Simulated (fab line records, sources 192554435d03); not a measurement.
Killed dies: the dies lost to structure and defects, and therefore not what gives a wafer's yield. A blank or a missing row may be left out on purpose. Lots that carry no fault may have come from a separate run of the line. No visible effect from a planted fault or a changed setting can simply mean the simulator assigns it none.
Split-lot experiment / flow n5-finfet / 7 lots, 21 wafers read, on a route of 1938 steps

## SPLIT DETAILS
At N5_BEOL_M15_ILD_DEP_00 (deposits SiO2 from TEOS/O2, target thk 1629.3 nm, time 346.1 s), the setting time-s was moved away from the recipe's 346.1 s on 4 of the 21 wafers read, by -13.4% to -6.0%. This setting was run at the recipe's value on the other wafers.

No step appears in the file between the split and the reading.

## THE READING
Values of M15_ILD_THK in nm from N5_BEOL_M15_THK_MEAS_01. On this fab line, fault-free wafers typically give 1626 nm with a standard deviation of 20 nm.

wafer=L074.2; tool, chamber at the split=pecvd-02, 2; time-s as run, s=346.1; against the recipe=recipe; M15_ILD_THK, nm=1600; against lot-mates on the recipe=-
wafer=L074.4; tool, chamber at the split=pecvd-02, 0; time-s as run, s=346.1; against the recipe=recipe; M15_ILD_THK, nm=1659; against lot-mates on the recipe=-
wafer=L074.6; tool, chamber at the split=pecvd-02, 1; time-s as run, s=325.3; against the recipe=-6.0%; M15_ILD_THK, nm=1534; against lot-mates on the recipe=-96
wafer=L075.3; tool, chamber at the split=pecvd-01, 0; time-s as run, s=299.8; against the recipe=-13.4%; M15_ILD_THK, nm=1411; against lot-mates on the recipe=-239
wafer=L075.5; tool, chamber at the split=pecvd-01, 0; time-s as run, s=346.1; against the recipe=recipe; M15_ILD_THK, nm=1650; against lot-mates on the recipe=-
wafer=L075.6; tool, chamber at the split=pecvd-01, 2; time-s as run, s=299.8; against the recipe=-13.4%; M15_ILD_THK, nm=1422; against lot-mates on the recipe=-228
wafer=L080.1; tool, chamber at the split=pecvd-01, 1; time-s as run, s=346.1; against the recipe=recipe; M15_ILD_THK, nm=1625; against lot-mates on the recipe=-
wafer=L080.2; tool, chamber at the split=pecvd-01, 2; time-s as run, s=346.1; against the recipe=recipe; M15_ILD_THK, nm=1601; against lot-mates on the recipe=-
wafer=L080.4; tool, chamber at the split=pecvd-01, 2; time-s as run, s=346.1; against the recipe=recipe; M15_ILD_THK, nm=1637; against lot-mates on the recipe=-
wafer=L084.3; tool, chamber at the split=pecvd-01, 0; time-s as run, s=346.1; against the recipe=recipe; M15_ILD_THK, nm=1633; against lot-mates on the recipe=-
wafer=L084.4; tool, chamber at the split=pecvd-01, 1; time-s as run, s=346.1; against the recipe=recipe; M15_ILD_THK, nm=1647; against lot-mates on the recipe=-
wafer=L084.5; tool, chamber at the split=pecvd-01, 2; time-s as run, s=346.1; against the recipe=recipe; M15_ILD_THK, nm=1628; against lot-mates on the recipe=-
wafer=L088.2; tool, chamber at the split=pecvd-04, 0; time-s as run, s=346.1; against the recipe=recipe; M15_ILD_THK, nm=1620; against lot-mates on the recipe=-
wafer=L088.4; tool, chamber at the split=pecvd-04, 2; time-s as run, s=346.1; against the recipe=recipe; M15_ILD_THK, nm=1638; against lot-mates on the recipe=-
wafer=L088.6; tool, chamber at the split=pecvd-04, 1; time-s as run, s=346.1; against the recipe=recipe; M15_ILD_THK, nm=1645; against lot-mates on the recipe=-
wafer=L091.3; tool, chamber at the split=pecvd-01, 1; time-s as run, s=346.1; against the recipe=recipe; M15_ILD_THK, nm=1625; against lot-mates on the recipe=-
wafer=L091.5; tool, chamber at the split=pecvd-01, 0; time-s as run, s=346.1; against the recipe=recipe; M15_ILD_THK, nm=1651; against lot-mates on the recipe=-
wafer=L091.6; tool, chamber at the split=pecvd-01, 1; time-s as run, s=346.1; against the recipe=recipe; M15_ILD_THK, nm=1648; against lot-mates on the recipe=-
wafer=L082.1; tool, chamber at the split=pecvd-04, 2; time-s as run, s=346.1; against the recipe=recipe; M15_ILD_THK, nm=1594; against lot-mates on the recipe=-
wafer=L082.3; tool, chamber at the split=pecvd-04, 1; time-s as run, s=313.7; against the recipe=-9.4%; M15_ILD_THK, nm=1462; against lot-mates on the recipe=-140
wafer=L082.6; tool, chamber at the split=pecvd-04, 2; time-s as run, s=346.1; against the recipe=recipe; M15_ILD_THK, nm=1610; against lot-mates on the recipe=-

FIT RESULTS
A straight line over all 21 wafers: M15_ILD_THK changes by +16.3 nm for each +1% of time-s; r = +0.97; the points scatter about the line by 19 nm.
The same after taking each lot's own level away (the mean of its wafers on the recipe; 21 wafers): +16.9 nm for each +1%; r = +0.98; scatter 15 nm.
Per that fit: largest time-s move, reading shift of 2.3e+02 nm.
The span of the lots' own levels, 1602.0 to 1650.0 nm, comes to 2.4 times the standard deviation stated above.
Consequently the slope shifts little with the lot-to-lot level, the two slopes agreeing.
Check: -218 nm against its lot-mates is what the line predicts for one of the wafers moved furthest among these (-13.4%) when that wafer is left out of the fit. Against them it came out at -239 nm.

## ADDITIONAL SPLITS CARRIED BY THESE WAFERS
Before the reading, these wafers also passed through other splits. Each is held against what the fit with the lots' levels taken away leaves over:
other split on the same wafers=N5_BEOL_M11_EXPOSE_25 dose-mj; wafers away from the commonest value=4; r with M15_ILD_THK (lot level and that fit taken away)=-0.21
other split on the same wafers=N5_BEOL_M11_ETCH_66 time-s; wafers away from the commonest value=7; r with M15_ILD_THK (lot level and that fit taken away)=+0.10
other split on the same wafers=N5_BEOL_M12_TRENCH_ETCH_34 time-s; wafers away from the commonest value=6; r with M15_ILD_THK (lot level and that fit taken away)=+0.00
other split on the same wafers=N5_BEOL_M12_SPUTTER_43 power-w; wafers away from the commonest value=5; r with M15_ILD_THK (lot level and that fit taken away)=+0.31

## THE WHOLE CHAIN: every reading that the file lists as answering this split, in the file's order
step=N5_BEOL_M15_ILD_DEP_00; what it does=deposits SiO2 from TEOS/O2, target thk 1629.3 nm, time 346.1 s; reading=SiO2_of_BEOL_M15_ILD_DEP_00.thk-nm (the simulator's own value, which no gauge read); change (the file's fit)=+16.6 nm for each +1% of the setting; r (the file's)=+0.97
step=N5_BEOL_M15_THK_MEAS_01; what it does=; reading=M15_ILD_THK; change (the file's fit)=+16.5 for each +1% of the setting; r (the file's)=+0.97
step=N5_BEOL_M15_VIA_ETCH_16; what it does=etches SiO2 in C4F8/O2/Ar, target depth 1792.2 nm; reading=etch.depth-nm (the simulator's own value, which no gauge read); change (the file's fit)=+16.6 nm for each +1% of the setting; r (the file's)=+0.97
step=N5_BEOL_M15_VIA_ETCH_16; what it does=etches SiO2 in C4F8/O2/Ar, target depth 1792.2 nm; reading=coat_of_BEOL_M15_COAT_04.thk-nm (the simulator's own value, which no gauge read); change (the file's fit)=-3.8 nm for each +1% of the setting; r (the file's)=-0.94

## THE FILE'S OWN FIT
M15_ILD_THK changes by +16.5 nm for each +1% of time-s, r = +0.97.
